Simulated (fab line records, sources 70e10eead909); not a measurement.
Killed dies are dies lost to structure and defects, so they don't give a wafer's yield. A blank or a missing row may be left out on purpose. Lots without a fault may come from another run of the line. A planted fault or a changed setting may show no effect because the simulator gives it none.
Chamber matching | flow nand_harc | NHARC_A_STAIRCASE_TRIM_220 on rie_diel-03: 4 sister chambers
The step chemistry O2, time 211.2 s. 22 wafers are shown with their chamber, then 11 later ones without.

WAFERS WITH THEIR CHAMBER
wafer  | chamber | drypump_motor_current_A (A) | showerhead_plenum_p_Torr (Torr) | oes_product_au (a.u.)
L076.1 | 0       | 5.7                         | 3.58                            | 0.988
L076.2 | 3       | 6.3                         | 3.53                            | 0.997
L076.6 | 0       | 5.7                         | 3.58                            | 1.007
L079.4 | 2       | 6.6                         | 3.30                            | 0.984
L079.5 | 3       | 6.3                         | 3.53                            | 0.986
L079.6 | 0       | 5.7                         | 3.58                            | 0.977
L082.1 | 1       | 5.6                         | 3.63                            | 1.005
L082.3 | 2       | 6.6                         | 3.30                            | 0.978
L082.4 | 3       | 6.3                         | 3.52                            | 0.990
L083.2 | 3       | 6.3                         | 3.52                            | 0.988
L083.3 | 1       | 5.6                         | 3.63                            | 1.005
L083.4 | 2       | 6.6                         | 3.29                            | 0.999
L083.1 | 0       | 5.7                         | 3.57                            | 0.995
L083.5 | 2       | 6.6                         | 3.29                            | 1.007
L083.6 | 1       | 5.6                         | 3.63                            | 0.997
L087.2 | 0       | 5.7                         | 3.56                            | 0.991
L087.4 | 2       | 6.7                         | 3.29                            | 1.003
L087.6 | 2       | 6.6                         | 3.29                            | 0.998
L090.4 | 3       | 6.3                         | 3.51                            | 0.983
L090.5 | 2       | 6.6                         | 3.29                            | 0.994
L090.6 | 0       | 5.7                         | 3.56                            | 0.993
L093.2 | 3       | 6.3                         | 3.50                            | 0.988

SIGNATURES (means of the wafers above)
reading                  | chamber 0 | chamber 1 | chamber 2 | chamber 3 | scatter within a chamber
drypump_motor_current_A  | 5.700     | 5.600     | 6.614     | 6.300     | 0.0218
showerhead_plenum_p_Torr | 3.5717    | 3.6300    | 3.2929    | 3.5183    | 0.00853
oes_product_au           | 0.99183   | 1.00233   | 0.99471   | 0.98867   | 0.00841
Rule: a wafer's distance from a chamber is the root of the sum, over the readings, of the square of ((its reading less the chamber's mean) divided by the reading's scatter). The wafer belongs to the nearest chamber; if the next one is less than 2 further off, it can't be placed. The scatter: the root of (the sum of the squares of (reading less its chamber's mean) over the shown wafers, divided by (wafers less chambers)).

WAFERS WITHOUT THEIR CHAMBER
wafer  | drypump_motor_current_A (A) | showerhead_plenum_p_Torr (Torr) | oes_product_au (a.u.)
L093.4 | 5.6                         | 3.62                            | 0.999
L093.5 | 5.6                         | 3.62                            | 1.007
L094.2 | 6.6                         | 3.28                            | 1.004
L094.4 | 5.7                         | 3.55                            | 0.995
L094.5 | 6.3                         | 3.50                            | 0.985
L096.2 | 5.7                         | 3.54                            | 0.986
L096.4 | 5.6                         | 3.61                            | 0.982
L096.5 | 6.3                         | 3.50                            | 0.991
L097.1 | 5.7                         | 3.54                            | 0.996
L097.2 | 5.6                         | 3.61                            | 0.987
L097.5 | 5.7                         | 3.54                            | 0.993

WHICH CHAMBER EACH WENT THROUGH
wafer  | from the rows above | in truth
L093.4 | 1                   | 1
L093.5 | 1                   | 1
L094.2 | 2                   | 2
L094.4 | 0                   | 0
L094.5 | 3                   | 3
L096.2 | 0                   | 0
L096.4 | 1                   | 1
L096.5 | 3                   | 3
L097.1 | 0                   | 0
L097.2 | 1                   | 1
L097.5 | 0                   | 0
Placed correctly: 11 of 11. Can't be placed from these rows: 0. Placed wrongly: 0.
